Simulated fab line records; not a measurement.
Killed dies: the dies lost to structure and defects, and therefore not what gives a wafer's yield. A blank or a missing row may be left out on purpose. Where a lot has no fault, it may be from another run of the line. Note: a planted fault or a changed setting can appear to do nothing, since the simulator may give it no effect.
Which of the tools did it? | flow n5-finfet | 11 lots, 33 wafers sampled, at 4 steps of a route of 1938

## WHAT THE GAUGES READ, wafer by wafer
N5_BEOL_M7_THK_MEAS_53: measures by xrf.
lot  | measured     | on            | M7_THK (nm)
L829 | day 10 16:41 | film-metro-01 | 78.7 79.3 77.1
L831 | day 11 11:22 | film-metro-01 | 79.5 80.5 78.4
L834 | day 11 14:29 | film-metro-02 | 80.2 80.0 83.0
L838 | day 12 16:18 | film-metro-02 | 82.4 83.6 79.2
L839 | day 13 06:21 | film-metro-01 | 77.3 78.1 78.7
L842 | day 13 16:49 | film-metro-01 | 82.3 79.1 80.5
L848 | day 14 14:03 | film-metro-01 | 81.7 79.7 81.7
L849 | day 16 01:44 | film-metro-01 | 84.3 77.6 82.0
L851 | day 16 03:17 | film-metro-01 | 78.5 75.8 81.9
L850 | day 16 04:35 | film-metro-02 | 82.9 78.6 83.4
L852 | day 16 07:38 | film-metro-01 | 82.5 80.5 81.7

N5_BEOL_M8_CD_MEAS_11 targets a cd of 38.5 nm.
lot  | measured     | on        | cd-nm (nm)
L829 | day 10 20:12 | cd-sem-02 | 39.0 38.4 38.1
L831 | day 11 13:27 | cd-sem-03 | 38.4 39.0 38.1
L834 | day 11 16:55 | cd-sem-03 | 39.3 38.7 39.2
L838 | day 12 19:18 | cd-sem-01 | 37.6 38.2 38.3
L839 | day 13 08:29 | cd-sem-03 | 38.5 38.8 38.3
L842 | day 13 18:38 | cd-sem-01 | 38.4 38.0 38.2
L848 | day 14 19:09 | cd-sem-01 | 39.5 39.2 38.2
L849 | day 16 04:10 | cd-sem-02 | 38.7 38.0 38.5
L851 | day 16 04:55 | cd-sem-02 | 38.9 39.7 39.0
L850 | day 16 06:32 | cd-sem-03 | 38.0 38.9 38.7
L852 | day 16 09:59 | cd-sem-02 | 38.0 38.1 38.3

N5_BEOL_M8_INSPECT_13: inspects for defects (brightfield).
lot  | measured     | on                | raw-defect-count
L829 | day 10 20:15 | defect-inspect-02 | 530 515 664
L831 | day 11 13:30 | defect-inspect-01 | 283 266 250
L834 | day 11 16:58 | defect-inspect-02 | 324 507 450
L838 | day 12 19:21 | defect-inspect-02 | 390 529 361
L839 | day 13 08:32 | defect-inspect-01 | 871 920 856
L842 | day 13 18:41 | defect-inspect-01 | 1210 934 1220
L848 | day 14 19:12 | defect-inspect-02 | 481 434 463
L849 | day 16 04:13 | defect-inspect-01 | 668 678 490
L851 | day 16 04:58 | defect-inspect-01 | 399 332 314
L850 | day 16 06:35 | defect-inspect-02 | 587 561 477
L852 | day 16 10:02 | defect-inspect-02 | 420 445 517

## EACH LOT AND THE TOOL THAT RAN IT (in order: tool; ch and the chambers of the sampled wafers; start)
lot  | N5_BEOL_M8_HM_DEP_02
L829 | pvd-sputter-03, day 10 19:42
L831 | pvd-sputter-02, day 11 13:05
L834 | pvd-sputter-03, day 11 16:32
L838 | pvd-sputter-01, day 12 18:48
L839 | pvd-sputter-03, day 13 08:07
L842 | pvd-sputter-03, day 13 18:08
L848 | pvd-sputter-01, day 14 18:35
L849 | pvd-sputter-02, day 16 03:40
L851 | pvd-sputter-01, day 16 04:32
L850 | pvd-sputter-01, day 16 06:10
L852 | pvd-sputter-02, day 16 09:35
- N5_BEOL_M8_HM_DEP_02: deposits TiN, target thk 20 nm.

## WHAT THE TOOLS THEMSELVES READ (means of the sampled wafers that have a number; where no wafer has one, the mark that the record gives instead)
N5_BEOL_M8_HM_DEP_02.
lot  | tool           | throttle-valve-pct (%)
L829 | pvd-sputter-03 | 30.6
L831 | pvd-sputter-02 | 29.9
L834 | pvd-sputter-03 | 30.9
L838 | pvd-sputter-01 | 29.5
L839 | pvd-sputter-03 | 31.1
L842 | pvd-sputter-03 | 30.3
L848 | pvd-sputter-01 | 30.5
L849 | pvd-sputter-02 | 29.8
L851 | pvd-sputter-01 | 29.7
L850 | pvd-sputter-01 | 29.4
L852 | pvd-sputter-02 | 30.3

## THE ANSWER, worked out from the rows above alone
Rule: the usual values come from the lots themselves. Put in order of their means at a reading, lots are off if they are a third of the lots or fewer, leave a main group of 4 or more, and stand apart from it by a gap of 3 or more times the standard deviation of the main group's means; of several such gaps the widest counts. A main group is skipped when, at the precision printed for the reading in the tables above, its means are all equal. A lot without any number at a reading at which 4 lots or more have one is off too. Any other lot the step has rows for is counted as sound. First the gauges in route order, then the tools' own readings, where a lot's mean is used as printed above. At the first step where some lot is off, the reading lying furthest off is the one used; lots without a number count as furthest.
Nothing can be told from this: no lot is off at any reading shown.

## WHAT HAD BEEN PUT IN BY THE SIMULATOR
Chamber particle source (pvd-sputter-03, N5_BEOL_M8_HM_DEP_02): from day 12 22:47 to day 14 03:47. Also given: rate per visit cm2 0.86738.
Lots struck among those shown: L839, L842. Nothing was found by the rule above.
